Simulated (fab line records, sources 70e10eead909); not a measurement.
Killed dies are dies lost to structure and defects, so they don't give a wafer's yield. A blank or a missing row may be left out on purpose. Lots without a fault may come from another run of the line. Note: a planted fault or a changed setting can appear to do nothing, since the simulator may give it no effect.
Which tool was responsible?	flow nand-harc	36 wafers from 12 lots sampled at 2 of the route's 1302 steps

## WHAT EACH GAUGE READ, for each wafer
NHARC_A_M1_INSPECT_11.
lot	measured	on	raw-defect-count
L075	day 22 21:32	defect-inspect-02	57 57 63
L078	day 24 00:54	defect-inspect-02	124 126 110
L080	day 24 14:42	defect-inspect-02	91 107 104
L081	day 25 19:37	defect-inspect-02	165 150 169
L082	day 26 12:10	defect-inspect-02	123 93 126
L084	day 27 00:19	defect-inspect-02	28 39 22
L086	day 27 21:32	defect-inspect-01	50 31 44
L089	day 28 10:53	defect-inspect-02	81 70 103
L091	day 30 06:35	defect-inspect-02	141 161 152
L092	day 30 17:29	defect-inspect-01	148 145 144
L095	day 31 15:37	defect-inspect-01	89 91 70
L097	day 32 07:44	defect-inspect-01	20 25 24

## TOOL THAT RAN EACH LOT (tool first, then ch and the chambers of the sampled wafers, then the start)
lot	NHARC_A_M0_PRE_CLEAN_31
L075	pecvd-01 ch 1,2, day 22 20:07
L078	pecvd-01 ch 0,1,2, day 23 23:29
L080	pecvd-03 ch 1,2, day 24 13:17
L081	pecvd-01 ch 0,1,2, day 25 18:20
L082	pecvd-04 ch 0,1,2, day 26 10:43
L084	pecvd-04 ch 0,1,2, day 26 22:52
L086	pecvd-04 ch 0,2, day 27 20:11
L089	pecvd-01 ch 0,1,2, day 28 09:26
L091	pecvd-04 ch 1,2, day 30 05:17
L092	pecvd-03 ch 0,1, day 30 16:10
L095	pecvd-01 ch 0,1, day 31 14:09
L097	pecvd-03 ch 0,1,2, day 32 06:26
- NHARC_A_M0_PRE_CLEAN_31: time 12 s.

## THE ANSWER, worked out from the rows above alone
Rule: the usual values come from the lots themselves. Put in order of their means at a reading, lots are off if they are a third of the lots or fewer, leave a main group of 4 or more, and stand apart from it by a gap of 3 or more times the standard deviation of the main group's means; of several such gaps the widest counts. The tables above print the reading to a certain number of digits; a main group whose means all agree to those digits is not used. A lot without any number at a reading at which 4 lots or more have one is off too. All remaining lots with rows at the step are treated as sound.
Nothing can be told from this: no lot is off at any reading shown.

## WHAT THE SIMULATOR PUT IN
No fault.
